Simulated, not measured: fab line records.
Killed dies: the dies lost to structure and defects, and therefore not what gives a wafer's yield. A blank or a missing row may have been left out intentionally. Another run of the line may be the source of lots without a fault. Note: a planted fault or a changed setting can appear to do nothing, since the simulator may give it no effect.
fab line records    flow nandHarc
[record] lots = 24  wafers = 72  lastDay = 24
route steps=1159 shown P_STI@96 P_GATE@172 P_CONTACT@233
lots that met no fault: from a run of the same line without faults
startH: the number of hours between the record's first day and the start of the first shown wafer of the lot    waitH: hours elapsed since this lot's preceding step    " the same as in the row above    L1.1+2: a single row standing in for several wafers    - no value, or no start was given    * or withheld: withheld    < > ~ a bound
route shown NAME@n: NAME is a module with steps in the file, n the number in the route of the first one    usual: mean/standard deviation of fault-free wafers    same: alike in all rows    chamber/n: place in a boat    sites: each site's reading    _std_site: standard deviation of those values    _edge_site: mean of outer sites minus mean of inner sites    radiusMm: how far each site lies from the wafer's centre    mask NAME#n: copy n    behind: the tool/chamber that last shaped the wafer    hold: what put the lot on hold/how long, in hours/how the hold closed    device: which transistor (n, p or np) failed to switch    end of line: the route-end tests of the same wafers    a step with no rows: only its recipe    killed: not the wafer's yield, but the dies lost to structure and defects at the first sort    map: a wafer's dies, marking killed ones x, the rest . and places with no die _
set.NAME: setting as actually run; set.NAME@STEP: the setting as run at that earlier step    model.NAME: the simulator's own value behind a step, which no gauge read
route steps across a sampled set of lots; one table per step, one row per wafer
services: the hour from which a tool's chamber was out of use, counted from the record's first day as startH (under 0 if before that day), plus the number of hours and why
[[steps]]
[step NHARC_P_STI_OCD_MEAS_43]
[usual] trenchDepthNm = 300/4.2  trenchFootCdNm = 159.1/2.2
lot.wafer  tool    chamber  startH  waitH  trenchDepthNm  trenchFootCdNm
L074.3     ocd-02  -        38.51   -      300            159.9
L074.4     "       -        "       "      299            159.6
L074.6     "       -        "       "      299            159.2
L075.1     ocd-02  -        45.21   -      299            157.6
L075.4     "       -        "       "      298            155.6
L075.6     "       -        "       "      298            157.5
L076.2     ocd-02  -        45.23   -      300            160.6
L076.3     "       -        "       "      301            161.3
L076.6     "       -        "       "      304            157.8
L077.1     ocd-02  -        54.17   -      296            160.2
L077.4     "       -        "       "      298            160.0
L077.6     "       -        "       "      297            160.1
L078.2     ocd-02  -        60.26   -      292            161.5
L078.5     "       -        "       "      296            163.0
L078.6     "       -        "       "      299            160.9
L079.3     ocd-02  -        67.39   -      299            160.9
L079.4     "       -        "       "      304            161.9
L079.6     "       -        "       "      299            160.5
L080.2     ocd-02  -        73.02   -      301            156.2
L080.3     "       -        "       "      294            157.0
L080.5     "       -        "       "      297            157.4
L081.1     ocd-02  -        78.19   -      297            162.1
L081.2     "       -        "       "      302            162.3
L081.5     "       -        "       "      297            163.0
L082.1     ocd-01  -        84.67   -      295            156.9
L082.2     "       -        "       "      298            159.2
L082.4     "       -        "       "      303            157.2
L083.1     ocd-01  -        91.74   -      307            157.2
L083.4     "       -        "       "      306            157.0
L083.5     "       -        "       "      304            157.7
L084.3     ocd-01  -        96.64   -      297            156.9
L084.4     "       -        "       "      306            155.8
L084.6     "       -        "       "      297            156.4
L086.1     ocd-01  -        104.68  -      303            155.3
L086.2     "       -        "       "      305            158.2
L086.4     "       -        "       "      302            159.0
L085.1     ocd-02  -        104.81  -      305            154.1
L085.2     "       -        "       "      302            157.1
L085.5     "       -        "       "      297            158.1
L087.1     ocd-01  -        116.17  -      289            161.4
L087.3     "       -        "       "      299            157.3
L087.5     "       -        "       "      298            161.3
L088.3     ocd-01  -        122.13  -      299            159.3
L088.4     "       -        "       "      303            160.1
L088.6     "       -        "       "      302            161.0
L089.4     ocd-01  -        126.47  -      307            158.9
L089.5     "       -        "       "      302            162.7
L089.6     "       -        "       "      301            157.9
L090.1     ocd-02  -        132.26  -      298            160.5
L090.2     "       -        "       "      299            163.8
L090.6     "       -        "       "      299            162.6
L091.2     ocd-01  -        138.31  -      300            161.4
L091.3     "       -        "       "      302            158.6
L091.6     "       -        "       "      302            158.6
L092.2     ocd-01  -        146.46  -      305            160.7
L092.3     "       -        "       "      304            161.9
L092.6     "       -        "       "      297            163.4
L094.1     ocd-01  -        153.03  -      289            162.8
L094.2     "       -        "       "      290            159.6
L094.4     "       -        "       "      297            158.4
L093.2     ocd-02  -        153.17  -      307            158.3
L093.5     "       -        "       "      303            161.2
L093.6     "       -        "       "      305            163.0
L095.2     ocd-01  -        165.43  -      303            158.8
L095.3     "       -        "       "      296            154.4
L095.4     "       -        "       "      308            155.3
L096.1     ocd-02  -        165.58  -      304            155.9
L096.3     "       -        "       "      300            156.5
L096.4     "       -        "       "      300            157.8
L097.4     ocd-01  -        174.11  -      300            160.3
L097.5     "       -        "       "      296            161.0
L097.6     "       -        "       "      300            156.3
[step NHARC_P_GATE_DESCUM_48]
[recipe] timeS = 3  o2FlowSccm = 200  arFlowSccm = 0  biasPowerW = 0  chemistry = O2
[usual] drypumpMotorCurrentA = 5.5/0.32  oesProductAu = 1.002/0.0085  rfVppV = 57.8/0.9  showerheadPlenumPTorr = 1.90/0.091  throttleValvePct = 11.312/0.0088
lot.wafer  tool        chamber  startH  waitH  drypumpMotorCurrentA  oesProductAu  rfHoursCounterH  rfVppV  showerheadPlenumPTorr  throttleValvePct
L074.3     rieDiel-09  0        101.51  -      5.4                   1.006         5                57.2    1.79                   11.307
L074.4     "           1        "       "      5.0                   0.993         5                56.8    1.85                   11.324
L074.6     "           0        "       "      5.4                   1.005         -                56.9    1.79                   11.314
L075.4     rieDiel-10  3        111.91  -      5.5                   0.993         41               59.5    1.97                   11.303
L075.1     "           0        "       "      5.3                   1.003         43               58.2    1.95                   11.318
L075.6     "           1        "       "      5.4                   1.008         -                58.7    2.01                   11.323
L076.2     rieDiel-10  3        112.05  -      5.4                   1.001         41               59.0    1.97                   11.310
L076.3     "           1        "       "      5.4                   1.017         43               59.0    2.01                   11.308
L076.6     "           0        "       "      5.3                   1.011         -                58.3    1.95                   11.318
L077.4     rieDiel-10  1        119.12  -      5.3                   1.017         45               59.8    2.01                   11.330
L077.1     "           0        "       "      5.3                   0.997         45               58.6    1.95                   11.313
L077.6     "           2        "       "      5.7                   1.011         -                57.2    1.80                   11.313
L078.2     rieDiel-09  3        127.65  -      5.4                   0.996         14               57.9    1.96                   11.311
L078.6     "           2        "       "      6.4                   0.999         -                57.7    1.99                   11.298
L078.5     "           3        "       "      5.4                   0.991         -                57.4    1.96                   11.331
L081.1     rieDiel-10  3        139.94  -      5.4                   1.000         50               57.5    1.96                   11.302
L081.2     "           0        "       "      5.4                   1.000         52               57.6    1.95                   11.323
L081.5     "           3        "       "      5.4                   1.001         -                57.3    1.96                   11.315
L080.2     rieDiel-10  0        140.60  -      5.3                   1.003         52               58.8    1.95                   11.318
L080.3     "           1        "       "      5.4                   1.015         52               58.5    2.01                   11.319
L080.5     "           1        "       "      5.4                   1.014         -                58.0    2.01                   11.305
L079.3     rieDiel-09  3        142.58  -      5.4                   0.994         20               57.0    1.95                   11.314
L079.4     "           3        "       "      5.4                   0.996         -                56.8    1.95                   11.305
L079.6     "           0        "       "      5.4                   1.015         -                57.7    1.78                   11.303
L082.2     rieDiel-11  0        149.68  -      5.2                   1.002         24               57.8    1.99                   11.327
L082.4     "           2        "       "      5.9                   0.997         25               56.0    1.80                   11.304
L082.1     "           3        "       "      5.2                   1.008         27               56.9    1.79                   11.315
L083.1     rieDiel-10  3        154.20  -      5.4                   0.989         54               57.2    1.96                   11.306
L083.5     "           0        "       "      5.3                   0.995         -                57.5    1.95                   11.320
L083.4     "           2        "       "      5.7                   1.007         -                57.6    1.80                   11.314
L084.4     rieDiel-11  3        154.50  -      5.2                   1.004         28               57.7    1.79                   11.309
L084.3     "           0        "       "      5.2                   0.999         25               57.6    1.99                   11.306
L084.6     "           3        "       "      5.2                   1.014         -                57.7    1.79                   11.310
L087.3     rieDiel-11  3        179.26  -      5.2                   1.012         36               56.2    1.78                   11.314
L087.1     "           2        "       "      5.8                   0.985         35               57.5    1.80                   11.313
L087.5     "           2        "       "      5.8                   0.994         -                57.8    1.80                   11.292
L086.1     rieDiel-11  0        179.81  -      5.2                   0.989         33               58.4    1.99                   11.307
L086.2     "           2        "       "      5.9                   0.998         35               57.6    1.80                   11.301
L086.4     "           3        "       "      5.2                   1.012         -                58.7    1.78                   11.316
L085.1     rieDiel-10  3        185.73  -      5.4                   0.994         0                56.8    1.96                   11.308
L085.2     "           0        "       "      5.3                   1.013         0                57.7    1.95                   11.329
L085.5     "           2        "       "      5.7                   1.009         -                57.2    1.80                   11.315
L088.3     rieDiel-09  1        189.46  -      5.0                   0.988         42               58.8    1.84                   11.294
L088.4     "           2        "       "      6.4                   1.000         36               57.6    1.99                   11.319
L088.6     "           2        "       "      6.4                   1.012         -                58.9    1.99                   11.316
L090.1     rieDiel-09  2        195.76  -      6.4                   1.007         37               60.2    1.99                   11.319
L090.2     "           3        "       "      5.4                   0.995         36               57.1    1.95                   11.314
L090.6     "           2        "       "      6.4                   1.004         -                59.3    1.99                   11.295
L089.4     rieDiel-10  0        196.21  -      5.3                   1.009         4                59.3    1.95                   11.313
L089.5     "           0        "       "      5.3                   1.003         -                56.6    1.95                   11.310
L089.6     "           1        "       "      5.4                   1.010         -                58.8    2.00                   11.321
L091.2     rieDiel-11  2        205.10  -      5.9                   0.996         2                56.7    1.79                   11.319
L091.3     "           2        "       "      5.9                   1.003         -                57.3    1.79                   11.308
L091.6     "           0        "       "      5.2                   1.003         -                60.4    1.99                   11.297
L094.4     rieDiel-10  1        211.46  -      5.3                   0.999         10               57.5    2.00                   11.311
L094.2     "           3        "       "      5.4                   0.994         8                56.8    1.96                   11.318
L094.1     "           0        "       "      5.3                   1.001         9                58.2    1.94                   11.327
L093.2     rieDiel-10  3        212.57  -      5.4                   1.007         8                57.9    1.96                   11.310
L093.5     "           1        "       "      5.3                   1.006         -                58.5    2.00                   11.291
L093.6     "           2        "       "      5.7                   1.013         -                56.9    1.80                   11.320
L092.3     rieDiel-11  1        217.85  -      5.7                   0.991         0                55.8    1.78                   11.316
L092.2     "           2        "       "      5.9                   1.015         3                57.7    1.79                   11.305
L092.6     "           1        "       "      5.7                   0.994         -                57.2    1.78                   11.309
L095.3     rieDiel-11  3        229.38  -      5.2                   0.996         2                57.6    1.78                   11.292
L095.2     "           0        "       "      5.2                   1.020         4                59.1    1.99                   11.302
L095.4     "           2        "       "      5.9                   1.009         4                58.1    1.79                   11.309
L096.4     rieDiel-11  2        229.54  -      5.8                   1.003         4                57.5    1.79                   11.302
L096.1     "           3        "       "      5.2                   0.982         2                57.2    1.78                   11.316
L096.3     "           1        "       "      5.6                   0.988         1                57.8    1.78                   11.307
L097.4     rieDiel-10  0        242.50  -      5.3                   1.003         21               56.7    1.94                   11.313
L097.5     "           3        "       "      5.5                   0.997         -                58.2    1.95                   11.313
L097.6     "           0        "       "      5.3                   0.993         -                57.6    1.94                   11.311
[step NHARC_P_GATE_CD_MEAS_91]
[recipe] targetCdNm = 2000  landingEnergyEv = 500
[usual] cdNm = 2000.5/2.2
lot.wafer  tool      chamber  startH  waitH  cdNm
L074.3     cdSem-03  0        104.98  -      2001.5
L074.4     "         0        "       "      2002.8
L074.6     "         0        "       "      2001.5
L075.1     cdSem-03  0        115.29  -      1998.1
L075.4     "         0        "       "      1998.4
L075.6     "         0        "       "      1999.9
L076.2     cdSem-02  0        115.45  -      2001.5
L076.3     "         0        "       "      2001.3
L076.6     "         0        "       "      2000.5
L077.1     cdSem-02  0        122.42  -      1998.8
L077.4     "         0        "       "      1996.3
L077.6     "         0        "       "      1996.5
L078.2     cdSem-01  0        130.97  -      2001.2
L078.5     "         0        "       "      1999.4
L078.6     "         0        "       "      2001.3
L081.1     cdSem-02  0        143.25  -      2004.5
L081.2     "         0        "       "      2001.9
L081.5     "         0        "       "      2003.4
L080.2     cdSem-03  0        144.46  -      2002.4
L080.3     "         0        "       "      2001.6
L080.5     "         0        "       "      2002.0
L079.3     cdSem-01  0        146.08  -      2004.3
L079.4     "         0        "       "      2002.0
L079.6     "         0        "       "      2000.8
L082.1     cdSem-01  0        153.00  -      1996.6
L082.2     "         0        "       "      1999.1
L082.4     "         0        "       "      1999.1
L083.1     cdSem-03  0        157.44  -      1997.9
L083.4     "         0        "       "      1997.4
L083.5     "         0        "       "      1999.5
L084.3     cdSem-01  0        157.87  -      1998.2
L084.4     "         0        "       "      2001.1
L084.6     "         0        "       "      1999.6
L087.1     cdSem-02  0        182.57  -      2001.6
L087.3     "         0        "       "      2001.6
L087.5     "         0        "       "      2002.3
L086.1     cdSem-01  0        183.20  -      2003.8
L086.2     "         0        "       "      2002.2
L086.4     "         0        "       "      2002.8
L085.1     cdSem-01  0        189.07  -      1998.1
L085.2     "         0        "       "      1998.9
L085.5     "         0        "       "      1995.7
L088.3     cdSem-02  0        193.19  -      1996.9
L088.4     "         0        "       "      1997.6
L088.6     "         0        "       "      1996.5
L090.1     cdSem-01  0        198.94  -      2001.3
L090.2     "         0        "       "      2000.9
L090.6     "         0        "       "      2003.2
L089.4     cdSem-03  0        199.52  -      2000.9
L089.5     "         0        "       "      2001.6
L089.6     "         0        "       "      2001.8
L091.2     cdSem-02  0        208.57  -      2001.4
L091.3     "         0        "       "      2004.2
L091.6     "         0        "       "      2001.6
L094.1     cdSem-01  0        214.85  -      2003.7
L094.2     "         0        "       "      2002.5
L094.4     "         0        "       "      2002.0
L093.2     cdSem-03  0        215.97  -      2001.8
L093.5     "         0        "       "      2000.9
L093.6     "         0        "       "      2003.1
L092.2     cdSem-01  0        221.24  -      2002.5
L092.3     "         0        "       "      1999.1
L092.6     "         0        "       "      2000.6
L095.2     cdSem-01  0        232.67  -      2000.7
L095.3     "         0        "       "      1999.2
L095.4     "         0        "       "      2000.7
L096.1     cdSem-02  0        233.12  -      1997.6
L096.3     "         0        "       "      2001.5
L096.4     "         0        "       "      2001.4
L097.4     cdSem-03  0        245.55  -      1998.7
L097.5     "         0        "       "      2000.6
L097.6     "         0        "       "      2000.5
[step NHARC_P_GATE_DESCUM_93]
[recipe] timeS = 3  o2FlowSccm = 200  arFlowSccm = 0  biasPowerW = 0  chemistry = O2
[usual] drypumpMotorCurrentA = 5.5/0.38  oesProductAu = 1.000/0.011  rfVppV = 57.6/0.85  showerheadPlenumPTorr = 1.87/0.094  throttleValvePct = 11.310/0.0085
lot.wafer  tool        chamber  startH  waitH  drypumpMotorCurrentA  oesProductAu  rfHoursCounterH  rfVppV  showerheadPlenumPTorr  throttleValvePct
L074.3     rieDiel-11  0        105.16  -      5.2                   0.999         14               58.8    1.99                   11.292
L074.6     "           3        "       "      5.2                   1.014         -                57.5    1.79                   11.324
L074.4     "           0        "       "      5.2                   1.000         -                58.8    1.99                   11.296
L075.4     rieDiel-09  3        115.47  -      5.4                   0.992         12               58.6    1.96                   11.323
L075.1     "           2        "       "      6.4                   1.012         13               59.0    1.99                   11.307
L075.6     "           0        "       "      5.4                   1.006         -                57.8    1.78                   11.302
L076.2     rieDiel-11  2        115.64  -      5.8                   1.003         20               57.6    1.80                   11.318
L076.3     "           3        "       "      5.2                   1.019         20               57.1    1.79                   11.298
L076.6     "           0        "       "      5.2                   1.014         -                58.4    1.99                   11.327
L077.1     rieDiel-09  2        122.58  -      6.4                   0.993         14               57.6    1.99                   11.311
L077.4     "           1        "       "      5.0                   0.998         13               58.2    1.85                   11.329
L077.6     "           2        "       "      6.4                   1.003         -                58.8    1.99                   11.317
L078.2     rieDiel-10  0        131.16  -      5.4                   1.005         48               58.2    1.95                   11.312
L078.5     "           2        "       "      5.7                   0.998         -                57.8    1.80                   11.321
L078.6     "           3        "       "      5.4                   0.994         -                57.7    1.97                   11.304
L081.2     rieDiel-11  1        143.42  -      5.7                   0.984         14               56.0    1.78                   11.304
L081.1     "           2        "       "      5.9                   0.995         25               55.5    1.80                   11.321
L081.5     "           2        "       "      5.9                   0.991         -                56.1    1.80                   11.317
L080.2     rieDiel-11  2        144.64  -      5.9                   0.988         25               57.7    1.80                   11.324
L080.3     "           3        "       "      5.2                   1.010         27               56.2    1.79                   11.317
L080.5     "           2        "       "      5.9                   0.986         -                58.2    1.80                   11.305
L079.4     rieDiel-11  1        146.26  -      5.7                   0.986         14               57.1    1.78                   11.304
L079.3     "           2        "       "      5.9                   0.995         25               57.3    1.80                   11.324
L079.6     "           0        "       "      5.2                   1.000         -                57.7    1.99                   11.308
L082.4     rieDiel-11  3        153.16  -      5.2                   1.011         28               57.7    1.79                   11.295
L082.1     "           0        "       "      5.2                   0.999         25               57.5    1.99                   11.312
L082.2     "           2        "       "      5.8                   0.994         26               56.7    1.80                   11.306
L083.4     rieDiel-11  0        157.60  -      5.2                   1.002         26               57.7    1.99                   11.323
L083.1     "           1        "       "      5.6                   0.974         16               57.7    1.78                   11.309
L083.5     "           1        "       "      5.7                   0.973         -                57.9    1.78                   11.306
L084.4     rieDiel-09  1        158.03  -      5.0                   0.985         28               57.8    1.84                   11.311
L084.3     "           2        "       "      6.4                   1.004         24               58.0    1.99                   11.310
L084.6     "           1        "       "      5.0                   0.993         -                57.5    1.84                   11.291
L087.3     rieDiel-09  2        182.79  -      6.4                   1.001         33               58.3    1.99                   11.321
L087.1     "           0        "       "      5.3                   1.015         37               57.5    1.78                   11.314
L087.5     "           2        "       "      6.4                   1.010         -                57.7    1.99                   11.310
L086.2     rieDiel-11  2        183.36  -      5.9                   1.004         37               57.8    1.80                   11.305
L086.1     "           0        "       "      5.2                   1.005         35               58.6    1.99                   11.304
L086.4     "           0        "       "      5.2                   1.004         -                58.9    1.99                   11.311
L085.1     rieDiel-09  1        189.23  -      5.0                   0.990         42               56.6    1.84                   11.312
L085.2     "           2        "       "      6.4                   0.995         36               57.9    1.99                   11.312
L085.5     "           1        "       "      5.0                   0.988         -                57.0    1.84                   11.305
L088.4     rieDiel-10  2        193.92  -      5.7                   1.000         3                56.6    1.80                   11.316
L088.3     "           3        "       "      5.4                   1.006         3                56.6    1.96                   11.310
L088.6     "           1        "       "      5.4                   1.004         -                58.3    2.00                   11.301
L090.2     rieDiel-11  2        199.10  -      5.9                   1.001         0                56.9    1.79                   11.311
L090.1     "           0        "       "      5.2                   1.015         0                58.5    1.99                   11.309
L090.6     "           2        "       "      5.8                   0.997         -                58.4    1.80                   11.308
L089.4     rieDiel-09  0        199.69  -      5.4                   1.017         42               57.7    1.77                   11.321
L089.6     "           3        "       "      5.4                   0.995         -                56.9    1.95                   11.311
L089.5     "           0        "       "      5.4                   1.024         -                55.9    1.77                   11.300
L091.2     rieDiel-11  2        208.74  -      5.8                   1.011         2                56.3    1.79                   11.323
L091.3     "           0        "       "      5.2                   1.010         -                57.6    1.99                   11.308
L091.6     "           2        "       "      5.8                   1.009         -                57.6    1.79                   11.312
L094.1     rieDiel-11  0        215.01  -      5.2                   1.008         3                58.4    1.99                   11.312
L094.2     "           2        "       "      5.8                   1.006         3                58.1    1.79                   11.312
L094.4     "           2        "       "      5.9                   1.010         -                59.4    1.79                   11.296
L093.2     rieDiel-11  2        216.16  -      5.8                   1.001         3                57.6    1.79                   11.308
L093.6     "           0        "       "      5.2                   1.005         -                58.0    1.99                   11.319
L093.5     "           1        "       "      5.6                   0.989         -                57.3    1.78                   11.303
L092.3     rieDiel-11  2        221.41  -      5.9                   1.017         3                57.7    1.79                   11.309
L092.2     "           0        "       "      5.2                   1.016         3                57.8    1.99                   11.303
L092.6     "           1        "       "      5.7                   0.998         -                56.8    1.78                   11.304
L095.2     rieDiel-11  1        232.86  -      5.6                   1.002         2                57.0    1.78                   11.309
L095.4     "           2        "       "      5.8                   1.005         4                57.5    1.79                   11.299
L095.3     "           3        "       "      5.2                   0.995         2                56.9    1.78                   11.298
L096.4     rieDiel-11  1        233.29  -      5.6                   0.983         2                56.4    1.78                   11.314
L096.3     "           2        "       "      5.9                   1.000         5                57.2    1.79                   11.312
L096.1     "           3        "       "      5.2                   0.987         2                58.0    1.78                   11.305
L097.4     rieDiel-09  3        245.74  -      5.3                   0.975         55               57.8    1.94                   11.327
L097.5     "           0        "       "      5.4                   1.004         -                56.5    1.77                   11.322
L097.6     "           1        "       "      5.0                   0.985         -                57.2    1.83                   11.313
[step NHARC_P_GATE_STRIP_113]
[recipe] powerW = 1500  tempC = 110  timeS = 740  chemistry = N2/H2
[usual] drypumpMotorCurrentA = 5.8/0.62  heaterPowerW = 90/9
lot.wafer  tool            chamber  startH  waitH  drypumpMotorCurrentA  heaterPowerW  rfHoursCounterH
L074.4     plasmaAsher-02  0        105.78  0.3    6.6                   89            -
L074.3     "               1        "       "      5.0                   79            -
L074.6     "               1        "       "      5.0                   79            -
L075.1     plasmaAsher-01  1        115.95  0.3    6.1                   87            2
L075.4     "               0        "       "      5.6                   105           -
L075.6     "               1        "       "      6.1                   88            -
L076.2     plasmaAsher-02  1        116.04  0.2    4.9                   81            36
L076.3     "               0        "       "      6.6                   90            -
L076.6     "               1        "       "      4.9                   79            -
L077.1     plasmaAsher-02  1        122.95  0.2    5.0                   81            38
L077.4     "               1        "       "      5.0                   80            -
L077.6     "               1        "       "      5.0                   79            -
L078.2     plasmaAsher-01  0        131.62  0.3    5.5                   104           5
L078.5     "               1        "       "      6.1                   87            -
L078.6     "               0        "       "      5.6                   104           -
L081.2     plasmaAsher-01  0        143.79  0.2    5.5                   105           9
L081.1     "               1        "       "      6.1                   87            9
L081.5     "               1        "       "      6.0                   87            -
L080.2     plasmaAsher-02  1        145.13  0.3    5.0                   79            44
L080.3     "               0        "       "      6.6                   90            -
L080.5     "               1        "       "      4.9                   81            -
L079.3     plasmaAsher-02  1        146.84  0.4    4.9                   79            -
L079.4     "               0        "       "      6.6                   88            -
L079.6     "               1        "       "      4.9                   80            -
L082.2     plasmaAsher-02  0        153.53  0.2    6.7                   88            48
L082.1     "               1        "       "      4.9                   79            48
L082.4     "               1        "       "      4.9                   79            -
L083.1     plasmaAsher-02  0        158.08  0.3    6.6                   88            50
L083.4     "               1        "       "      5.0                   78            -
L083.5     "               1        "       "      5.0                   81            -
L084.3     plasmaAsher-01  0        158.80  0.5    5.6                   105           -
L084.4     "               1        "       "      6.1                   86            -
L084.6     "               0        "       "      5.6                   102           -
L087.1     plasmaAsher-01  0        183.28  0.3    5.6                   105           23
L087.3     "               1        "       "      6.0                   87            -
L087.5     "               0        "       "      5.6                   104           -
L086.1     plasmaAsher-01  1        184.49  0.9    6.0                   88            25
L086.2     "               0        "       "      5.5                   104           25
L086.4     "               1        "       "      6.0                   85            -
L085.2     plasmaAsher-01  1        189.60  0.2    6.0                   88            27
L085.1     "               0        "       "      5.5                   105           27
L085.5     "               1        "       "      6.1                   89            -
L088.4     plasmaAsher-02  0        194.52  0.3    6.6                   88            -
L088.3     "               1        "       "      5.0                   78            -
L088.6     "               1        "       "      5.0                   78            -
L090.1     plasmaAsher-02  1        199.50  0.2    5.0                   80            2
L090.2     "               0        "       "      6.5                   88            2
L090.6     "               0        "       "      6.6                   86            -
L089.4     plasmaAsher-01  0        200.29  0.3    5.5                   103           -
L089.5     "               0        "       "      5.5                   102           -
L089.6     "               1        "       "      6.1                   86            -
L091.2     plasmaAsher-02  0        209.18  0.2    6.6                   88            6
L091.3     "               0        "       "      6.6                   86            -
L091.6     "               1        "       "      4.9                   80            -
L094.1     plasmaAsher-01  0        215.45  0.2    5.5                   103           37
L094.2     "               1        "       "      6.0                   87            37
L094.4     "               1        "       "      6.0                   88            -
L093.2     plasmaAsher-02  1        216.76  0.4    5.0                   79            9
L093.6     "               1        "       "      5.0                   78            -
L093.5     "               0        "       "      6.6                   89            -
L092.2     plasmaAsher-01  1        221.77  0.2    6.0                   88            40
L092.3     "               1        "       "      6.1                   87            -
L092.6     "               1        "       "      6.0                   86            -
L095.2     plasmaAsher-01  1        233.22  0.2    6.0                   86            43
L095.3     "               1        "       "      6.0                   88            -
L095.4     "               0        "       "      5.6                   105           -
L096.1     plasmaAsher-02  1        233.76  0.3    5.0                   78            14
L096.3     "               0        "       "      6.7                   87            -
L096.4     "               1        "       "      5.0                   78            -
L097.4     plasmaAsher-01  0        246.42  0.5    5.6                   106           -
L097.5     "               1        "       "      6.1                   86            -
L097.6     "               0        "       "      5.6                   105           -
[step NHARC_P_CONTACT_OVL_MEAS_13]
[usual] overlayXNm = -0.1/0.89  overlayYNm = 0.2/0.65
lot.wafer  tool        chamber  startH  waitH  overlayXNm  overlayYNm
L074.3     overlay-02  -        110.09  -      0.7         0.8
L074.4     "           -        "       "      0.9         0.6
L074.6     "           -        "       "      1.6         0.2
L075.1     overlay-01  -        120.00  -      0.1         -0.2
L075.4     "           -        "       "      -0.8        0.1
L075.6     "           -        "       "      0.4         -0.3
L076.2     overlay-01  -        120.58  -      -0.4        -0.1
L076.3     "           -        "       "      -0.8        0.9
L076.6     "           -        "       "      -0.9        0.8
L077.1     overlay-01  -        127.43  -      0.0         -0.3
L077.4     "           -        "       "      -0.5        -0.4
L077.6     "           -        "       "      -0.5        -0.1
L078.2     overlay-02  -        135.60  -      -0.1        -0.2
L078.5     "           -        "       "      -0.6        -0.4
L078.6     "           -        "       "      -1.0        -0.6
L081.1     overlay-02  -        147.96  -      -0.1        0.6
L081.2     "           -        "       "      0.8         1.0
L081.5     "           -        "       "      0.4         0.5
L080.2     overlay-02  -        149.27  -      -0.2        -0.2
L080.3     "           -        "       "      -0.1        -0.6
L080.5     "           -        "       "      0.1         -0.9
L079.3     overlay-01  -        151.14  -      0.2         0.2
L079.4     "           -        "       "      -0.2        0.3
L079.6     "           -        "       "      -0.2        0.2
L082.1     overlay-01  -        158.31  -      -1.3        -0.3
L082.2     "           -        "       "      -1.0        -0.6
L082.4     "           -        "       "      -1.2        -0.2
L083.1     overlay-01  -        162.32  -      0.9         0.7
L083.4     "           -        "       "      1.3         0.3
L083.5     "           -        "       "      1.0         0.6
L084.3     overlay-02  -        162.98  -      -0.2        1.4
L084.4     "           -        "       "      0.4         1.3
L084.6     "           -        "       "      -0.2        0.8
L087.1     overlay-02  -        187.82  -      -0.2        0.0
L087.3     "           -        "       "      0.4         0.2
L087.5     "           -        "       "      -0.5        0.3
L086.1     overlay-02  -        188.65  -      0.8         0.8
L086.2     "           -        "       "      0.6         1.5
L086.4     "           -        "       "      1.1         1.5
L085.1     overlay-02  -        194.17  -      -0.5        -0.6
L085.2     "           -        "       "      -0.8        -0.7
L085.5     "           -        "       "      -0.6        -0.4
L088.3     overlay-01  -        198.75  -      1.2         0.1
L088.4     "           -        "       "      1.3         0.1
L088.6     "           -        "       "      1.8         0.0
L090.1     overlay-02  -        203.65  -      -2.1        -0.2
L090.2     "           -        "       "      -1.4        0.0
L090.6     "           -        "       "      -2.5        0.2
L089.4     overlay-01  -        204.65  -      -1.5        -0.1
L089.5     "           -        "       "      -1.5        0.3
L089.6     "           -        "       "      -1.4        0.2
L091.2     overlay-02  -        213.44  -      0.2         -0.6
L091.3     "           -        "       "      0.4         -0.4
L091.6     "           -        "       "      0.1         -0.7
L094.1     overlay-02  -        219.73  -      0.6         -0.4
L094.2     "           -        "       "      1.0         -0.3
L094.4     "           -        "       "      0.0         -0.4
L093.2     overlay-02  -        221.27  -      -0.1        0.0
L093.5     "           -        "       "      0.0         0.5
L093.6     "           -        "       "      -0.1        0.0
L092.2     overlay-01  -        226.41  -      0.8         1.0
L092.3     "           -        "       "      0.6         0.3
L092.6     "           -        "       "      0.4         0.7
L095.2     overlay-02  -        237.63  -      -1.8        1.1
L095.3     "           -        "       "      -1.5        0.8
L095.4     "           -        "       "      -1.1        0.9
L096.1     overlay-01  -        237.97  -      -0.3        -0.6
L096.3     "           -        "       "      -0.7        -0.6
L096.4     "           -        "       "      -0.3        -0.5
L097.4     overlay-01  -        250.31  -      1.0         1.4
L097.5     "           -        "       "      1.1         0.8
L097.6     "           -        "       "      1.1         1.3
[[services]]
tool            chamber  startH  hours  kind
rieDiel-11      0        91.15   2.8    repair
rieDiel-11      0        95.01   -      clean
rieDiel-11      1        95.01   -      clean
rieDiel-11      2        95.01   -      clean
rieDiel-11      3        95.01   -      clean
plasmaAsher-01  -        99.74   9.0    pm
rieDiel-11      0        119.57  -      clean
rieDiel-11      1        119.57  -      clean
rieDiel-11      2        119.57  -      clean
rieDiel-11      3        119.57  -      clean
rieDiel-11      -        122.58  0.6    repair
rieDiel-09      2        136.93  8.3    repair
rieDiel-11      0        144.07  -      clean
rieDiel-11      1        144.07  -      clean
rieDiel-09      3        144.69  6.2    repair
rieDiel-10      1        152.61  8.9    repair
rieDiel-11      1        160.96  54.7   repair
rieDiel-10      -        174.08  0.2    repair
rieDiel-10      -        176.50  9.0    pm
rieDiel-11      3        180.19  3.9    repair
plasmaAsher-02  -        183.00  9.0    pm
rieDiel-11      -        189.50  9.0    pm
rieDiel-11      3        200.19  10.1   repair
rieDiel-11      3        212.09  6.8    repair
[[key]]
fault none
